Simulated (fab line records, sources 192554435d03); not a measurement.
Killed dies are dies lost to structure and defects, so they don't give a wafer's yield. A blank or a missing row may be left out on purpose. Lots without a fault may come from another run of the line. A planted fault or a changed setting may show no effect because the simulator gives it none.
Which tool did it? | flow n5_finfet | 10 lots, 30 wafers sampled, at 2 steps of a route of 1938

WHAT THE GAUGES READ, wafer by wafer
N5_BEOL_M7_CD_MEAS_18: pitch 80 nm, target cd 40 nm.
lot  | measured     | on        | cd_nm (nm)
L382 | day 8 23:59  | cd_sem-02 | 40.1 40.3 40.0
L383 | day 9 08:34  | cd_sem-02 | 40.0 39.8 40.0
L385 | day 9 20:21  | cd_sem-01 | 39.1 39.6 39.6
L386 | day 10 08:35 | cd_sem-01 | 40.6 40.1 40.5
L394 | day 12 03:50 | cd_sem-02 | 40.9 40.4 40.9
L396 | day 12 16:15 | cd_sem-01 | 39.9 40.7 39.9
L395 | day 12 16:18 | cd_sem-03 | 39.2 39.6 40.0
L400 | day 14 08:20 | cd_sem-01 | 39.2 39.6 40.1
L402 | day 14 10:28 | cd_sem-01 | 39.3 39.8 39.7
L403 | day 14 10:38 | cd_sem-02 | 39.7 39.7 39.1

WHICH TOOL RAN EACH LOT (tool, then ch and the chambers of the sampled wafers, then the start)
lot  | N5_BEOL_M7_DESCUM_16
L382 | rie_diel-01 ch 0,1,2, day 8 23:26
L383 | rie_diel-03 ch 1,2, day 9 08:07
L385 | rie_diel-03 ch 0,2, day 9 19:53
L386 | rie_diel-03 ch 0,1, day 10 08:01
L394 | rie_diel-03 ch 1,3, day 12 03:23
L396 | rie_diel-01 ch 1,2, day 12 15:19
L395 | rie_diel-01 ch 1,2,3, day 12 15:34
L400 | rie_diel-03 ch 0,1,3, day 14 07:52
L402 | rie_diel-01 ch 0,2,3, day 14 09:55
L403 | rie_diel-03 ch 0,1, day 14 10:10
- N5_BEOL_M7_DESCUM_16: chemistry O2, time 7.9 s.

WHAT THE TOOLS THEMSELVES READ (means of the sampled wafers that have a number; where no wafer has one, the mark that the record gives instead)
N5_BEOL_M7_DESCUM_16.
lot  | tool        | drypump_motor_current_A (A) | o2_flow_sccm (sccm) | oes_product_au (a.u.) | rf_fwd_power_W (W) | rf_vpp_V (V) | showerhead_plenum_p_Torr (Torr) | throttle_valve_pct (%)
L382 | rie_diel-01 | 5.7                         | 225.7               | 0.81                  | 49.35              | 243.2        | 2.09                            | 20.33
L383 | rie_diel-03 | 5.7                         | 224.8               | 0.73                  | 49.48              | 243.8        | 2.12                            | 20.37
L385 | rie_diel-03 | 5.7                         | 224.6               | 0.75                  | 49.45              | 242.7        | 2.06                            | 20.29
L386 | rie_diel-03 | 6.2                         | 225.1               | 0.77                  | 49.34              | 241.9        | 2.07                            | 20.23
L394 | rie_diel-03 | 6.2                         | 224.3               | 0.77                  | 49.31              | 244.2        | 2.16                            | 20.40
L396 | rie_diel-01 | 5.7                         | 225.1               | 0.81                  | 49.40              | 242.9        | 2.09                            | 20.35
L395 | rie_diel-01 | 5.5                         | 225.0               | 0.85                  | 49.60              | 243.9        | 2.09                            | 20.24
L400 | rie_diel-03 | 6.2                         | 225.6               | 0.76                  | 49.54              | 243.4        | 2.10                            | 20.35
L402 | rie_diel-01 | 5.5                         | 224.0               | 0.80                  | 49.49              | 243.0        | 2.08                            | 20.27
L403 | rie_diel-03 | 6.2                         | 225.3               | 0.71                  | 49.34              | 243.3        | 2.11                            | 20.38

THE ANSWER, worked out from the rows above alone
Rule: what is usual is taken from the lots themselves. Put in order of their means at a reading, lots are off if they are a third of the lots or fewer, leave a main group of 4 or more, and stand apart from it by a gap of 3 or more times the standard deviation of the main group's means; of several such gaps the widest counts. A main group whose means are all the same, to the digits that the tables above print for the reading, isn't used. A lot without any number at a reading at which 4 lots or more have one is off too. The other lots that the step has rows for count as sound. The gauges are gone through in route order, then the tools' own readings, and for those a lot's mean is taken as printed above. The first step at which some lot is off is used, and at that step the reading that is off furthest; a lot without a number counts as furthest.
No lot is off at any reading shown: from this, nothing can be told.

WHAT THE SIMULATOR HAD PUT IN
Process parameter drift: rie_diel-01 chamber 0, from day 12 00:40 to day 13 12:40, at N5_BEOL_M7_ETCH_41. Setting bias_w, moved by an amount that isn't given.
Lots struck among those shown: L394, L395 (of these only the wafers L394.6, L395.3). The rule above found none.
